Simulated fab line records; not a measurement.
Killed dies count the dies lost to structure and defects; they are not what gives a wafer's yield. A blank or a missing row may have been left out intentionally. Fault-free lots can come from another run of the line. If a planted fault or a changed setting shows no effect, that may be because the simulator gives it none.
fab line records    flow nand-harc
record lots=15  wafers=45  last-day=34
route steps=1302 shown A_CHANNEL_HOLE_D1@478 A_CHANNEL_FILL_D1@495
lots untouched by any fault: they come from a run of this same line in which no faults occurred
start-h: hours from the record's first day to the start of the lot's first wafer shown    wait-h: hours from the lot's prior step to this one    " unchanged from the row above    L1.1+2: a single row standing in for several wafers    - no value present, or no start provided    * or withheld: withheld    < > ~ a bound
route shown NAME@n: NAME is a module with steps in the file, n the number in the route of the first one    usual: mean/standard deviation of fault-free wafers    same: alike in all rows    chamber/n: place in a boat    sites: each site's reading    _std_site: how widely they spread, as a standard deviation    _edge_site: outer sites' mean less inner sites'    radius-mm: how far each site lies from the wafer's centre    mask NAME#n: copy n    behind: the tool/chamber that last shaped the wafer    hold: the reason the lot was held/the length of the hold in hours/how it ended    device: the transistor (n, p or np) that didn't switch    end of line: the tests these same wafers got at the end of their route    where a step has no rows: the recipe by itself    killed: the dies lost at the first sort to structure and to defects; this is not the yield of the wafer    map: a wafer's dies, x killed, . not, _ none there
set.NAME: the setting that was run; set.NAME@STEP: the one run at that earlier step    model.NAME: the simulator's own value behind a step, which no gauge read
one table for each step of the route and one row for each wafer, over a sample of lots
services: from which hour (start-h, from the record's first day; less than 0 if before it) a tool's chamber was out of use, for how many hours, and why
## steps
# step NHARC_A_CHANNEL_HOLE_D1_ETCH_26
# recipe bias-v=300  source-w=2000  pressure-mtorr=30  time-s=224.1  ar-flow-sccm=375  c4f8-flow-sccm=11.4  o2-flow-sccm=113.6  temp-c=-20  target-depth-a=3000  chemistry=C4F8/O2/Ar
# usual chamber-pressure-mTorr=30.001/0.028  drypump-motor-current-A=5.62/0.21  showerhead-plenum-p-Torr=3.61/0.12  throttle-valve-pct=24.585/0.0094
lot.wafer  tool         chamber  start-h  wait-h  chamber-pressure-mTorr  drypump-motor-current-A  rf-hours-counter-h  showerhead-plenum-p-Torr  throttle-valve-pct
L201.2     har-etch-02  1        187.58   0.7     29.992                  5.28                     299                 3.58                      24.587
L201.4     "            0        "        "       29.998                  5.60                     -                   3.48                      24.585
L201.6     "            0        "        "       30.017                  5.57                     -                   3.48                      24.584
L204.1     har-etch-02  0        214.16   0.7     30.000                  5.59                     314                 3.48                      24.588
L204.2     "            1        "        "       30.026                  5.33                     314                 3.57                      24.593
L204.4     "            0        "        "       29.959                  5.58                     -                   3.47                      24.581
L211.2     har-etch-02  0        288.79   0.7     30.032                  5.59                     356                 3.45                      24.586
L211.1     "            1        "        "       30.015                  5.27                     340                 3.55                      24.589
L211.6     "            0        "        "       30.001                  5.58                     -                   3.45                      24.587
L210.1     har-etch-02  0        292.94   0.7     30.031                  5.60                     360                 3.45                      24.597
L210.2     "            1        "        "       29.996                  5.29                     344                 3.55                      24.597
L210.5     "            0        "        "       30.020                  5.58                     -                   3.45                      24.576
L212.2     har-etch-02  1        298.94   0.7     30.046                  5.27                     348                 3.55                      24.582
L212.1     "            0        "        "       30.009                  5.58                     364                 3.45                      24.595
L212.5     "            1        "        "       29.952                  5.27                     -                   3.55                      24.574
L215.2     har-etch-01  1        330.84   0.7     29.982                  5.89                     171                 3.68                      24.598
L215.4     "            0        "        "       30.004                  5.67                     -                   3.69                      24.582
L215.6     "            0        "        "       30.034                  5.70                     -                   3.69                      24.584
L216.1     har-etch-01  0        339.93   0.6     30.052                  5.66                     175                 3.69                      24.584
L216.3     "            1        "        "       30.054                  5.87                     -                   3.68                      24.583
L216.6     "            1        "        "       30.039                  5.90                     -                   3.68                      24.590
L217.1     har-etch-02  1        353.05   0.6     30.009                  5.28                     383                 3.53                      24.582
L217.3     "            0        "        "       30.021                  5.56                     -                   3.43                      24.607
L217.6     "            0        "        "       29.969                  5.58                     -                   3.43                      24.578
L218.1     har-etch-01  1        356.23   0.6     29.956                  5.90                     186                 3.67                      24.596
L218.4     "            1        "        "       30.045                  5.90                     -                   3.67                      24.568
L218.6     "            0        "        "       29.996                  5.66                     -                   3.68                      24.584
L219.4     har-etch-01  1        375.65   0.5     30.038                  5.89                     -                   3.67                      24.593
L219.3     "            0        "        "       29.991                  5.68                     -                   3.68                      24.599
L219.6     "            1        "        "       29.996                  5.88                     -                   3.67                      24.587
L220.1     har-etch-01  0        380.02   0.7     29.963                  5.65                     198                 3.68                      24.584
L220.4     "            0        "        "       30.013                  5.68                     -                   3.68                      24.575
L220.3     "            1        "        "       30.031                  5.90                     -                   3.67                      24.597
L221.3     har-etch-01  1        387.17   0.4     30.003                  5.89                     -                   3.66                      24.592
L221.5     "            0        "        "       29.950                  5.64                     -                   3.67                      24.565
L221.6     "            1        "        "       30.021                  5.91                     -                   3.66                      24.589
L222.1     har-etch-02  0        405.49   0.7     29.943                  5.58                     11                  3.99                      24.583
L222.2     "            1        "        "       29.961                  5.30                     11                  3.99                      24.581
L222.3     "            1        "        "       30.005                  5.27                     -                   3.99                      24.590
L223.2     har-etch-01  1        413.47   0.7     29.990                  5.91                     210                 3.66                      24.578
L223.4     "            1        "        "       29.974                  5.90                     -                   3.66                      24.588
L223.6     "            0        "        "       30.013                  5.66                     -                   3.67                      24.576
L224.4     har-etch-01  0        421.88   0.5     29.971                  5.65                     -                   3.66                      24.571
L224.6     "            0        "        "       30.020                  5.65                     -                   3.66                      24.583
L224.5     "            1        "        "       29.990                  5.91                     -                   3.65                      24.581
# step NHARC_A_CHANNEL_FILL_D1_ALD_15
# recipe target-thk-a=20  pulse-time-s=60  ald-cycles=19  temp-c=630  pressure-torr=2  material=SiNx
# usual precursor-pulse-height-rel=0.999/0.019
lot.wafer  tool              chamber  start-h  wait-h  precursor-pulse-height-rel
L201.2     ald-sin-batch-02  0        -        -       0.999
L201.4     "                 0        "        "       1.007
L201.6     "                 0        "        "       0.981
L204.1     ald-sin-batch-03  0        228.45   3.2     0.997
L204.2     "                 0        "        "       0.983
L204.4     "                 0        "        "       0.995
L211.1     ald-sin-batch-03  0        -        -       0.998
L211.2     "                 0        "        "       1.052
L211.6     "                 0        "        "       0.968
L210.1     ald-sin-batch-02  0        -        -       0.967
L210.2     "                 0        "        "       0.982
L210.5     "                 0        "        "       1.034
L212.1     ald-sin-batch-01  0        -        -       0.983
L212.2     "                 0        "        "       0.999
L212.5     "                 0        "        "       0.996
L215.2     ald-sin-batch-02  0        -        -       1.012
L215.4     "                 0        "        "       0.970
L215.6     "                 0        "        "       0.963
L216.1     ald-sin-batch-03  0        -        -       1.018
L216.3     "                 0        "        "       0.972
L216.6     "                 0        "        "       1.023
L217.1     ald-sin-batch-01  0        -        -       0.983
L217.3     "                 0        "        "       0.982
L217.6     "                 0        "        "       1.017
L218.1     ald-sin-batch-02  0        -        -       1.007
L218.4     "                 0        "        "       1.003
L218.6     "                 0        "        "       0.979
L219.3     ald-sin-batch-02  0        -        -       1.022
L219.4     "                 0        "        "       0.989
L219.6     "                 0        "        "       1.004
L220.1     ald-sin-batch-01  0        -        -       0.997
L220.3     "                 0        "        "       1.020
L220.4     "                 0        "        "       0.970
L221.3     ald-sin-batch-02  0        -        -       1.019
L221.5     "                 0        "        "       1.017
L221.6     "                 0        "        "       0.985
L222.1     ald-sin-batch-02  0        -        -       0.961
L222.2     "                 0        "        "       1.003
L222.3     "                 0        "        "       1.005
L223.2     ald-sin-batch-02  0        -        -       1.009
L223.4     "                 0        "        "       0.986
L223.6     "                 0        "        "       0.995
L224.4     ald-sin-batch-01  0        435.12   3.1     0.986
L224.5     "                 0        "        "       0.990
L224.6     "                 0        "        "       0.986
# step NHARC_A_CHANNEL_FILL_D1_ETCHBACK_08
# recipe target-depth-a=2200  time-s=110  c4f8-flow-sccm=20  ar-flow-sccm=withheld  rf-w=600  bias-w=300  chemistry=C4F8
# usual chamber-pressure-mTorr=25.001/0.023  oes-product-au=0.95/0.035  rf-vpp-V=440.7/2.4
lot.wafer  tool         chamber  start-h  wait-h  chamber-pressure-mTorr  oes-product-au  rf-hours-counter-h  rf-vpp-V
L201.2     rie-diel-11  3        231.52   -       25.000                  0.93            5.2                 439.8
L201.4     "            1        "        "       24.993                  0.93            6.1                 439.7
L201.6     "            0        "        "       24.988                  0.93            -                   444.1
L204.2     rie-diel-13  1        262.64   -       24.982                  0.93            5.9                 443.3
L204.1     "            0        "        "       25.030                  0.92            4.9                 445.4
L204.4     "            1        "        "       25.021                  0.92            -                   443.0
L211.2     rie-diel-11  0        333.24   -       -                       -               -                   -
L211.1     "            2        "        "       -                       -               -                   -
L211.6     "            0        "        "       -                       -               -                   -
L212.2     rie-diel-10  3        340.94   -       -                       -               -                   -
L212.1     "            2        "        "       -                       -               -                   -
L212.5     "            0        "        "       -                       -               -                   -
L210.1     rie-diel-10  1        344.70   -       -                       -               -                   -
L210.2     "            2        "        "       -                       -               -                   -
L210.5     "            1        "        "       -                       -               -                   -
L215.2     rie-diel-11  0        375.81   -       24.984                  0.93            4.8                 443.7
L215.4     "            1        "        "       25.000                  0.93            5.7                 439.3
L215.6     "            3        "        "       24.977                  0.93            -                   440.8
L216.1     rie-diel-11  1        387.38   -       25.021                  0.92            5.8                 437.9
L216.3     "            2        "        "       25.016                  0.93            6.5                 440.9
L216.6     "            2        "        "       24.962                  0.93            -                   440.6
L217.3     rie-diel-11  3        399.11   -       24.986                  0.92            8.1                 441.9
L217.1     "            1        "        "       25.010                  0.93            6.5                 440.3
L217.6     "            3        "        "       25.021                  0.92            -                   442.8
L218.1     rie-diel-13  0        399.19   -       24.998                  1.00            3.3                 444.5
L218.6     "            2        "        "       25.032                  1.00            -                   438.3
L218.4     "            0        "        "       24.965                  0.99            -                   444.9
L219.3     rie-diel-11  2        423.01   -       24.986                  0.93            10.4                441.4
L219.4     "            3        "        "       24.991                  0.92            10.4                441.4
L219.6     "            0        "        "       25.028                  0.92            -                   444.8
L220.3     rie-diel-13  0        425.69   -       25.039                  0.92            5.2                 445.2
L220.1     "            2        "        "       25.001                  0.93            5.3                 436.7
L220.4     "            2        "        "       24.974                  0.94            -                   436.9
L221.3     rie-diel-13  2        431.24   -       24.996                  0.99            5.6                 437.3
L221.6     "            2        "        "       25.013                  0.98            -                   437.9
L221.5     "            3        "        "       25.022                  0.98            -                   440.0
L222.3     rie-diel-13  1        451.05   -       24.978                  0.93            4.6                 442.6
L222.2     "            2        "        "       25.003                  0.92            6.4                 437.2
L222.1     "            0        "        "       25.012                  0.93            6.4                 445.0
L223.2     rie-diel-13  1        458.56   -       24.994                  0.93            5.5                 442.8
L223.4     "            2        "        "       25.033                  0.93            7.2                 436.4
L223.6     "            2        "        "       24.977                  0.92            -                   437.4
L224.4     rie-diel-10  1        467.34   -       25.002                  0.92            1.3                 437.7
L224.6     "            2        "        "       25.008                  0.93            -                   440.2
L224.5     "            3        "        "       25.010                  0.92            -                   440.6
# step NHARC_A_CHANNEL_FILL_D1_INSPECT_13
# usual raw-defect-count=329/140
lot.wafer  tool               chamber  start-h  wait-h  raw-defect-count
L201.2     defect-inspect-01  -        237.65   0.0     466
L201.4     "                  -        "        "       367
L201.6     "                  -        "        "       339
L204.1     defect-inspect-02  -        269.03   0.0     446
L204.2     "                  -        "        "       399
L204.4     "                  -        "        "       296
L211.1     defect-inspect-02  -        339.56   0.0     402
L211.2     "                  -        "        "       499
L211.6     "                  -        "        "       661
L212.1     defect-inspect-01  -        347.14   0.0     267
L212.2     "                  -        "        "       271
L212.5     "                  -        "        "       285
L210.1     defect-inspect-02  -        351.01   0.0     489
L210.2     "                  -        "        "       356
L210.5     "                  -        "        "       440
L215.2     defect-inspect-02  -        382.02   0.0     225
L215.4     "                  -        "        "       148
L215.6     "                  -        "        "       275
L216.1     defect-inspect-02  -        395.06   0.0     261
L216.3     "                  -        "        "       312
L216.6     "                  -        "        "       364
L217.1     defect-inspect-02  -        405.25   0.0     335
L217.3     "                  -        "        "       645
L217.6     "                  -        "        "       253
L218.1     defect-inspect-01  -        405.26   0.0     273
L218.4     "                  -        "        "       283
L218.6     "                  -        "        "       213
L219.3     defect-inspect-01  -        429.30   0.0     405
L219.4     "                  -        "        "       293
L219.6     "                  -        "        "       350
L220.1     defect-inspect-01  -        431.94   0.0     208
L220.3     "                  -        "        "       457
L220.4     "                  -        "        "       579
L221.3     defect-inspect-02  -        437.33   0.0     261
L221.5     "                  -        "        "       204
L221.6     "                  -        "        "       237
L222.1     defect-inspect-02  -        457.19   0.0     550
L222.2     "                  -        "        "       655
L222.3     "                  -        "        "       826
L223.2     defect-inspect-02  -        464.70   0.0     344
L223.4     "                  -        "        "       450
L223.6     "                  -        "        "       393
L224.4     defect-inspect-01  -        473.52   0.0     337
L224.5     "                  -        "        "       234
L224.6     "                  -        "        "       165
## services
tool              chamber  start-h  hours  kind
rie-diel-13       -        165.00   9.0    pm
har-etch-02       -        197.48   1.2    repair
rie-diel-13       2        202.62   4.1    repair
rie-diel-10       0        206.57   8.4    repair
rie-diel-13       3        212.79   2.7    repair
rie-diel-10       -        215.92   0.5    repair
rie-diel-10       -        242.50   9.0    pm
rie-diel-13       2        246.96   23.0   repair
rie-diel-11       -        255.50   9.0    pm
rie-diel-11       2        266.03   1.5    repair
ald-sin-batch-02  -        267.94   26.0   pm
rie-diel-11       0        271.26   15.6   repair
rie-diel-13       0        274.15   5.0    repair
rie-diel-13       1        277.73   9.5    repair
rie-diel-11       2        303.84   4.4    repair
ald-sin-batch-01  -        314.51   36.2   repair
rie-diel-13       -        342.00   9.0    pm
rie-diel-10       -        349.07   0.6    repair
har-etch-02       -        377.00   17.0   pm
rie-diel-13       1        393.01   13.2   repair
rie-diel-10       -        419.50   9.0    pm
rie-diel-13       1        421.05   5.2    repair
rie-diel-11       -        432.50   9.0    pm
rie-diel-11       3        445.59   1.5    repair
## key
first-sign step=NHARC_A_CHANNEL_FILL_D1_ETCHBACK_08  reading=tool-record  direction=missing
effect none on later readings
met-at NHARC_A_CHANNEL_FILL_D1_ETCHBACK_08
struck-lots L210,L211,L212
later-rows-left-out L210.1,L210.2,L210.5,L211.1,L211.2,L211.6,L212.1,L212.2,L212.5
sort-left-out L210.1,L210.2,L210.5,L211.1,L211.2,L211.6,L212.1,L212.2,L212.5
tester-left-out L210,L211,L212
not-acting-at NHARC_A_CHANNEL_HOLE_D1_ETCH_26,NHARC_A_CHANNEL_FILL_D1_ALD_15,NHARC_A_CHANNEL_FILL_D1_INSPECT_13
onset-between 231.52 333.24
fault kind=skipped-step-whole  tool=rie-diel-10,rie-diel-11  chamber=-  onset-h=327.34  steps=NHARC_A_CHANNEL_FILL_D1_ETCHBACK_08  scope=struck-lots-only
# tester-left-out: of these lots the tester's yield and bins aren't shown, on N5 and GAA mostly nor the transistor test; their killed dies are dies lost to structure and defects alone, not to doping, threshold or leakage, so they don't give the yield
# sort-left-out: the simulated sort isn't trusted on such a fault, so these wafers' sort isn't shown, and their yield isn't known
# later-rows-left-out: the simulator's readings of these wafers behind a module that went badly wrong aren't trusted and aren't shown, but for the sort
